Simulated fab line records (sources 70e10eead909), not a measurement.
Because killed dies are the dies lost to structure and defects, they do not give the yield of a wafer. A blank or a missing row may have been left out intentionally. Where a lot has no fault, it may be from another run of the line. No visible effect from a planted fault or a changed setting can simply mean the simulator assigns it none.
Matching of chambers    flow nand_harc    NHARC_P_M1_STRIP_18 on rie_diel-11: 4 sister chambers
The step strips in N2/H2. 16 wafers are shown with their chamber, then 8 later ones without.

EACH WAFER AND ITS CHAMBER
wafer   chamber  showerhead_plenum_p_Torr (Torr)  drypump_motor_current_A (A)  oes_product_au (a.u.)
L078.1  2        2.08                             5.9                          1.001
L078.2  0        2.00                             5.8                          0.973
L078.6  3        2.15                             6.2                          1.010
L080.1  1        2.16                             6.5                          0.993
L080.2  2        2.08                             6.0                          0.992
L080.6  0        2.00                             5.8                          0.977
L084.1  3        2.15                             6.2                          1.015
L084.4  1        2.15                             6.5                          1.009
L084.5  1        2.15                             6.5                          0.999
L085.2  0        2.00                             5.8                          0.991
L085.3  3        2.15                             6.2                          1.014
L085.6  2        2.08                             5.9                          0.990
L086.1  2        2.08                             5.9                          0.997
L086.3  0        2.00                             5.8                          0.991
L086.4  3        2.15                             6.2                          1.009
L087.1  3        2.15                             6.2                          1.007

SIGNATURES (averages over the wafers above)
reading                   chamber 0  chamber 1  chamber 2  chamber 3  scatter within a chamber
showerhead_plenum_p_Torr  2.0000     2.1533     2.0800     2.1500     0.00236
drypump_motor_current_A   5.800      6.500      5.925      6.200      0.025
oes_product_au            0.98300    1.00033    0.99500    1.01100    0.00655
Rule: a wafer lies at a distance from a chamber equal to the root of the sum of squares, over the readings, of (its reading less the chamber's mean, divided by the reading's scatter). If the next closest chamber is less than 2 further off than the closest, the wafer can't be placed; otherwise it belongs to the closest. How the scatter is found: for the shown wafers, subtract from each reading the mean of its chamber, square and add these, divide the total by (wafers less chambers), then take the root.

WAFERS WITHOUT THEIR CHAMBER
wafer   showerhead_plenum_p_Torr (Torr)  drypump_motor_current_A (A)  oes_product_au (a.u.)
L087.2  2.00                             5.8                          0.996
L087.3  2.15                             6.4                          0.988
L092.2  2.00                             5.8                          1.002
L092.4  2.08                             6.0                          0.999
L092.6  2.15                             6.2                          1.011
L095.1  2.15                             6.5                          1.021
L095.2  2.08                             6.0                          1.012
L095.6  2.00                             5.8                          1.005

WHICH CHAMBER EACH WENT THROUGH
wafer   from the rows above  in truth
L087.2  0                    0
L087.3  1                    1
L092.2  0                    0
L092.4  2                    2
L092.6  3                    3
L095.1  1                    1
L095.2  2                    2
L095.6  0                    0
Correct placement for 8 of the 8. From these rows, 0 cannot be placed. Placed wrongly: 0.
